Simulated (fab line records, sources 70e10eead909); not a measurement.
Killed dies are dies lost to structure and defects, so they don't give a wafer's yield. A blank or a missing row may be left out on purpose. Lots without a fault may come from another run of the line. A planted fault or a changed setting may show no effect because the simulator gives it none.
Which tool did it? | flow nand_harc | 12 lots, 36 wafers sampled, at 5 steps of a route of 1159

WHAT THE GAUGES READ, wafer by wafer
NHARC_A_CONTACT_INSPECT_44. Usual: raw_defect_count 28, standard deviation 15.
lot  | measured     | on                | raw_defect_count | flag
L304 | day 16 09:09 | defect_inspect-01 | 15 13 16         |
L305 | day 16 14:52 | defect_inspect-01 | 40 37 36         |
L307 | day 16 17:07 | defect_inspect-01 | 18 20 22         |
L308 | day 17 00:49 | defect_inspect-01 | 37 37 32         |
L316 | day 19 11:07 | defect_inspect-02 | 32 34 38         |
L317 | day 19 11:49 | defect_inspect-01 | 12 16 18         |
L318 | day 20 00:57 | defect_inspect-01 | 16 24 23         |
L321 | day 20 14:32 | defect_inspect-02 | 18 5 17          |
L323 | day 20 20:37 | defect_inspect-02 | 10 9 11          |
L326 | day 21 17:16 | defect_inspect-01 | 6 13 11          |
L325 | day 21 19:58 | defect_inspect-02 | 65 60 60         |
L327 | day 22 06:53 | defect_inspect-02 | 18 16 18         |

NHARC_END_SORT_01. Usual: killed_at_array 25, standard deviation 9.2; killed_at_other 0.9, standard deviation 1.3; killed_at_periphery 3.3, standard deviation 2.3; killed_dies 29, standard deviation 9.6; killed_open 3.2, standard deviation 1.8; killed_short 2, standard deviation 1.4.
lot  | measured     | on        | killed_at_array | killed_at_other | killed_at_periphery | killed_dies | killed_open | killed_short | flag
L317 | day 22 10:40 | prober-01 | 20 301 20       | 0 0 0           | 3 1 1               | 23 302 21   | 6 3 3       | 2 3 0        | OFF
L318 | day 23 14:02 | prober-02 | 24 283 27       | 2 2 5           | 1 1 1               | 27 286 33   | 3 0 4       | 5 2 5        | OFF

WHICH TOOL RAN EACH LOT (tool, then ch and the chambers of the sampled wafers, then the start)
lot  | NHARC_A_WL_FILL_CMP_12        | NHARC_A_CONTACT_ETCH_49            | NHARC_A_CONTACT_ETCH_111
L304 | cmp-02 ch 1,2,3, day 16 04:42 | rie_diel-03 ch 0,2,3, day 16 09:23 | har_cap_etch-02 ch 0,1, day 16 10:29
L305 | cmp-03 ch 0,1,2, day 16 07:39 | rie_diel-03 ch 0,2,3, day 16 15:07 | har_cap_etch-03 ch 0,1, day 16 16:11
L307 | cmp-03 ch 0,2,3, day 16 12:13 | rie_diel-03 ch 0,2, day 16 17:22   | har_cap_etch-02 ch 0,1, day 16 18:28
L308 | cmp-02 ch 0,1,2, day 16 20:20 | rie_diel-03 ch 0,1,3, day 17 01:06 | har_cap_etch-01 ch 0,1, day 17 02:11
L316 | cmp-02 ch 0,1,2, day 19 07:02 | rie_diel-13 ch 1,2, day 19 11:23   | har_cap_etch-02 ch 0,1, day 19 12:29
L317 | cmp-03 ch 2,3, day 19 07:10   | rie_diel-03 ch 0,3, day 19 12:07   | har_cap_etch-03 ch 0,1, day 19 13:25
L318 | cmp-02 ch 0,1,2, day 19 20:32 | rie_diel-03 ch 0,2,3, day 20 01:23 | har_cap_etch-02 ch 0,1, day 20 02:37
L321 | cmp-03 ch 1,2,3, day 20 10:11 | rie_diel-05 ch 0,1,3, day 20 14:52 | har_cap_etch-03 ch 0,1, day 20 15:56
L323 | cmp-04 ch 1,2,3, day 20 16:24 | rie_diel-13 ch 0,1,2, day 20 20:57 | har_cap_etch-03 ch 0, day 20 22:05
L326 | cmp-04 ch 1,2, day 21 12:03   | rie_diel-05 ch 0,3, day 21 17:33   | har_cap_etch-01 ch 0,1, day 21 18:40
L325 | cmp-04 ch 0,1,3, day 21 15:41 | rie_diel-05 ch 0,2,3, day 21 20:12 | har_cap_etch-03 ch 0,1, day 21 21:18
L327 | cmp-04 ch 0,2,3, day 22 02:37 | rie_diel-05 ch 1,3, day 22 07:26   | har_cap_etch-03 ch 0,1, day 22 08:36
- NHARC_A_WL_FILL_CMP_12: polishes, t overpolish 30 s, target thk 75 nm.
- NHARC_A_CONTACT_ETCH_49: etches the open film in N2/H2, target depth 260 nm, time 475.3 s.
- NHARC_A_CONTACT_ETCH_111: etches the open film in C4F8/O2/Ar, time 140 s, target depth 700 nm.

WHAT THE TOOLS THEMSELVES READ (means of the sampled wafers that have a number; where no wafer has one, the mark that the record gives instead)
NHARC_A_WL_FILL_CMP_12. Usual: motor_current_A 11.6 A, standard deviation 1.2; overpolish_run_s 30.000 s, standard deviation 0.0081; retaining_ring_pressure_frac 1.000, standard deviation 0.0051; slurry_filter_dp_kPa 13.50 kPa, standard deviation 0.13; time_to_endpoint_s 15.8 s, standard deviation 2.1.
lot  | tool   | motor_current_A (A) | overpolish_run_s (s) | retaining_ring_pressure_frac | slurry_filter_dp_kPa (kPa) | time_to_endpoint_s (s) | flag
L304 | cmp-02 | 11.2                | 29.998               | 1.001                        | 13.45                      | 16.5                   |
L305 | cmp-03 | 11.0                | 30.002               | 1.001                        | 13.49                      | 14.2                   |
L307 | cmp-03 | 11.2                | 30.003               | 1.001                        | 13.55                      | 14.8                   |
L308 | cmp-02 | 11.8                | 29.998               | 1.003                        | 13.59                      | 16.2                   |
L316 | cmp-02 | 11.5                | 30.000               | 1.006                        | 13.47                      | 15.7                   |
L317 | cmp-03 | 11.5                | 29.995               | 0.997                        | 13.41                      | 15.8                   |
L318 | cmp-02 | 11.6                | 29.997               | 0.998                        | 13.62                      | 17.2                   |
L321 | cmp-03 | 12.1                | 30.005               | 1.001                        | 13.47                      | 14.7                   |
L323 | cmp-04 | 12.6                | 29.997               | 0.997                        | 13.40                      | 18.0                   |
L326 | cmp-04 | 11.6                | 30.000               | 1.001                        | 13.53                      | 17.6                   |
L325 | cmp-04 | 12.8                | 30.002               | 0.995                        | 13.55                      | 15.7                   |
L327 | cmp-04 | 13.4                | 29.999               | 1.000                        | 13.60                      | 13.7                   |

NHARC_A_CONTACT_ETCH_49. Usual: drypump_motor_current_A 5.7 A, standard deviation 0.36; n2_flow_sccm 150.0 sccm, standard deviation 0.43; oes_product_au 0.997 a.u., standard deviation 0.011; rf_fwd_power_W 399.1 W, standard deviation 1.2; rf_vpp_V 430 V, standard deviation 3; run_length_s 496.6 s, standard deviation 0.43; showerhead_plenum_p_Torr 2.04 Torr, standard deviation 0.11; throttle_valve_pct 14.171 %, standard deviation 0.0093.
lot  | tool        | drypump_motor_current_A (A) | n2_flow_sccm (sccm) | oes_product_au (a.u.) | rf_fwd_power_W (W) | rf_vpp_V (V) | run_length_s (s) | showerhead_plenum_p_Torr (Torr) | throttle_valve_pct (%) | flag
L304 | rie_diel-03 | 5.5                         | 149.8               | 0.985                 | 399.4              | 430          | 496.4            | 2.03                            | 14.169                 |
L305 | rie_diel-03 | 5.5                         | 150.0               | 1.004                 | 398.8              | 430          | 496.6            | 2.03                            | 14.177                 |
L307 | rie_diel-03 | 5.6                         | 150.3               | 0.988                 | 398.0              | 434          | 496.7            | 2.13                            | 14.183                 |
L308 | rie_diel-03 | 5.7                         | 150.1               | 1.011                 | 399.5              | 427          | 496.5            | 1.94                            | 14.172                 |
L316 | rie_diel-13 | 5.6                         | 150.1               | 0.992                 | 398.8              | 428          | 495.9            | 1.95                            | 14.174                 |
L317 | rie_diel-03 | 5.4                         | 149.6               | 0.998                 | 399.6              | 434          | 455.7            | 2.16                            | 14.174                 | OFF
L318 | rie_diel-03 | 5.5                         | 149.9               | 1.000                 | 399.1              | 433          | 455.5            | 2.14                            | 14.171                 | OFF
L321 | rie_diel-05 | 5.8                         | 149.9               | 1.002                 | 397.8              | 430          | 496.9            | 2.00                            | 14.165                 |
L323 | rie_diel-13 | 5.6                         | 149.6               | 0.993                 | 399.9              | 432          | 496.5            | 2.11                            | 14.169                 |
L326 | rie_diel-05 | 6.0                         | 150.3               | 1.007                 | 399.6              | 431          | 496.8            | 2.04                            | 14.170                 |
L325 | rie_diel-05 | 5.8                         | 150.1               | 1.007                 | 398.9              | 431          | 497.0            | 2.05                            | 14.168                 |
L327 | rie_diel-05 | 5.5                         | 149.9               | 1.000                 | 398.7              | 429          | 496.5            | 1.97                            | 14.176                 |

NHARC_A_CONTACT_ETCH_111. Usual: run_length_s 141.5 s, standard deviation 0.4.
lot  | tool            | run_length_s (s) | flag
L304 | har_cap_etch-02 | 141.2            |
L305 | har_cap_etch-03 | 141.8            |
L307 | har_cap_etch-02 | 141.1            |
L308 | har_cap_etch-01 | 141.7            |
L316 | har_cap_etch-02 | 141.2            |
L317 | har_cap_etch-03 | 142.0            |
L318 | har_cap_etch-02 | 141.2            |
L321 | har_cap_etch-03 | 141.8            |
L323 | har_cap_etch-03 | 141.5            |
L326 | har_cap_etch-01 | 141.3            |
L325 | har_cap_etch-03 | 141.8            |
L327 | har_cap_etch-03 | 141.8            |

THE ANSWER, worked out from the rows above alone
Rule: a lot is off if the mean of its wafers that have a number lies more than 3 standard deviations from the usual mean. A lot without any number at a reading at which 4 lots or more have one is off too. The other lots that the step has rows for count as sound. The gauges are gone through in route order, then the tools' own readings, and for those a lot's mean is taken as printed above. The first step at which some lot is off is used, and at that step the reading that is off furthest; a lot without a number counts as furthest.
Off: L317, L318, at NHARC_END_SORT_01 (killed_at_array). Neither off nor sound, because the step has no rows for them: L304, L305, L307, L308, L316, L321, L323, L326, L325, L327.
A tool fits if, at a process step before that reading, it ran every lot that is off, and no sound lot after the first of them. The gauges at NHARC_END_SORT_01 aren't tried: what is off there is off at NHARC_A_CONTACT_ETCH_49 too, on other tools, and a gauge's error can't cause that. One fits: rie_diel-03 at NHARC_A_CONTACT_ETCH_49. It ran no sound lot before its first lot that is off in this sample, so the start can't be narrowed down.

WHAT THE SIMULATOR HAD PUT IN
Process parameter drift: rie_diel-03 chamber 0, from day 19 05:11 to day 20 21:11, at NHARC_A_CONTACT_ETCH_49. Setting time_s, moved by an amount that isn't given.
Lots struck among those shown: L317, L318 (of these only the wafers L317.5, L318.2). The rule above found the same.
